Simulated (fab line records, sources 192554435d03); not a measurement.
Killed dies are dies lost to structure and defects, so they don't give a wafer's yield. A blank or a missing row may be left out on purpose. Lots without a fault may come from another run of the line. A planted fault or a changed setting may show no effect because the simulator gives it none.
A struck lot beside a sound one | flow n5_finfet | 39 steps out of a route of 1938
Sound: wafers L824.2, L824.3, L824.5. Struck: wafers L826.2, L826.4, L826.5. The cause comes at the end.
At each step with rows: each side's tool, then ch and its chambers, then its first start. Under that, the readings that differ: sound wafers | struck wafers | difference of the means | sigmas: that difference in standard deviations of wafers without a fault.
alike: readings whose means differ by less than 2 such deviations, and words and numbers that are the same on both sides. not compared: withheld readings, readings that some wafer has no value for, bounds like >300 that may hide the same value, and numbers for which the record gives no deviation and whose values overlap.
The two part at a step that has a row with sigmas, a row that says differs or no value, or rows on one side only. Numbers that don't overlap but have no deviation are shown without sigmas and don't part them. A reading that every wafer of one side lacks parts them only if that side has two wafers or more.

first, 9 steps without rows for these wafers: N5_BEOL_M4_ANNEAL_95 (time 240 s); N5_BEOL_M4_SPUTTER_96 (material Cu, target thk 4.5 nm, time 8.29 s); N5_BEOL_M4_ECD_50 (material Cu, target thk 300 nm); N5_BEOL_M4_ANNEAL_51 (time 90 s); N5_BEOL_M4_CMP_52 (polishes, stops on SiOC, t overpolish 6.8 s, target thk 40 nm); N5_BEOL_M4_PRE_CLEAN_60 (time 15 s); N5_BEOL_M4_CO_CAP_55 (material Co, precursor CCTBA/H2, target thk 2 nm, time 102.1 s); N5_BEOL_M4_PRE_CLEAN_56 (time 15 s); N5_BEOL_M4_DEP_57 (deposits SiCN from 3MS/NH3, target thk 8 nm, time 14 s).
N5_BEOL_M4_RC_MEAS_101:
  sound on prober-01 ch 0, day 8 07:19; struck on prober-01 ch 0, day 9 11:21
  alike: DIBL_N, DIBL_P, IOFF_N, IOFF_P, ION_N, ION_P, SS_N, SS_P, VT_N, VT_P
then, 24 steps without rows for these wafers: N5_BEOL_M5_ILD_DEP_00 (deposits SiCOH lowk from DEMS/porogen, target thk 140.64 nm, time 25.9 s); N5_BEOL_M5_CURE_79 (cures SiCOH lowk, time 240 s); N5_BEOL_M5_PECVD_70 (deposits SiO2 from TEOS/O2, target thk 16 nm, time 18 s); N5_BEOL_M5_HM_DEP_02 (deposits TiN, target thk 20 nm); N5_BEOL_M5_COAT_59 (time 60 s, resist thk 60 nm); N5_BEOL_M5_COAT_60 (time 60 s, resist thk 12 nm); N5_BEOL_M5_COAT_71 (time 60 s, resist thk 5 nm); N5_BEOL_M5_COAT_05 (resist thk 30 nm); N5_BEOL_M5_EBR_07; N5_BEOL_M5_SOFTBAKE_06 (time 60 s); N5_BEOL_M5_EXPOSE_08 (exposes mask M5, target cd 28 nm); N5_BEOL_M5_PEB_09 (peb time 60 s); N5_BEOL_M5_DEVELOP_10 (develop time 30 s); N5_BEOL_M5_DESCUM_16 (chemistry O2, time 7 s); N5_BEOL_M5_ETCH_72 (etches underlayer in N2/H2, target depth 6.5 nm, time 5.2 s); N5_BEOL_M5_ETCH_61 (etches SiARC in CF4, target depth 15.6 nm, time 26 s); N5_BEOL_M5_ETCH_62 (etches SOC in N2/H2, target depth 75 nm, overetch 15 nm, time 112.5 s); N5_BEOL_M5_STRIP_63 (strips in N2/H2); N5_BEOL_M5_STRIP_73 (strips in N2/H2); N5_BEOL_M5_STRIP_64 (strips in CF4); N5_BEOL_M5_HM_OPEN_17 (chemistry Cl2/BCl3, target TiN, target depth 20 nm, overetch 6 nm); N5_BEOL_M5_STRIP_19 (strips in O2); N5_BEOL_M5_COAT_65 (time 60 s, resist thk 60 nm); N5_BEOL_M5_COAT_66 (time 60 s, resist thk 12 nm).
-- the record jumps here: 3 days lie between the struck wafers' starts before and after (it left off in module BEOL_M5 and takes up again in module BEOL_M14, whose first step shown is number 1765 of the route) --
N5_BEOL_M14_ECD_47: material Cu, target thk 1248 nm.
  sound on ecd_cu-01 ch 0,1, day 11 19:18; struck on ecd_cu-01 ch 1, day 12 23:13
N5_BEOL_M14_CMP_49: polishes, stops on SiO2, t overpolish 5.2 s, target thk 560 nm.
  sound on cmp-01 ch 0,2,3, day 11 19:47; struck on cmp-02 ch 0,2, day 12 23:50
  reading                   | sound             | struck            | difference | sigmas
  clearing_platen_rpm (rpm) | 80.01 79.90 79.96 | 80.10 80.01 80.05 | +0.10      | +2
  time_to_endpoint_s (s)    | 123 120 117       | 18 11 13          | -106       | -23
  alike: motor_current_A
N5_BEOL_M14_THK_MEAS_50: measures by xrf.
  sound on film_metro-01, day 11 20:05; struck on film_metro-01, day 13 00:07
  reading      | sound       | struck | difference                    | sigmas
  M14_THK (nm) | 554 602 551 | - - -  | no value on the struck wafers |
N5_BEOL_M14_RS_MEAS_54: measures by four-point-probe.
  sound on film_metro-02, day 11 20:13; struck on film_metro-01, day 13 00:15
  reading         | sound                | struck               | difference | sigmas
  M14_RS (ohm/sq) | 0.0341 0.0314 0.0342 | 32.682 34.070 32.872 | +33.175    | +99 or more
N5_PASSIVATION_PROBE_49:
  sound on prober-02, day 12 19:03; struck on prober-01, day 13 21:01
  reading                  | sound          | struck         | difference | sigmas
  defect_limited_yield (%) | 89.7 90.0 89.7 | 0 0 0          | -90        | -64
  killed_at_M4_up          | 8 5 13         | 1104 1092 1106 | +1092      | +99 or more
  killed_dies              | 121 118 122    | 1180 1180 1180 | +1060      | +62
  killed_on_rim            | 9 19 14        | 152 152 152    | +138       | +35
  sort_bin_5_function (%)  | 5.8 6.1 6.5    | 96.7 96.9 97.0 | +90.7      | +96
  sort_n_pass              | 1059 1062 1058 | 0 0 0          | -1060      | -62
  sort_yield_pct (%)       | 89.7 90.0 89.7 | 0 0 0          | -90        | -60
  alike: killed_at_M0_to_M3, killed_at_contacts, killed_at_front_end, killed_at_other, killed_open, killed_short, sort_bin_6_memory

WHERE THEY PART
First at N5_BEOL_M14_CMP_49; last, within this record, at N5_PASSIVATION_PROBE_49.

WHY: what the simulator had put in
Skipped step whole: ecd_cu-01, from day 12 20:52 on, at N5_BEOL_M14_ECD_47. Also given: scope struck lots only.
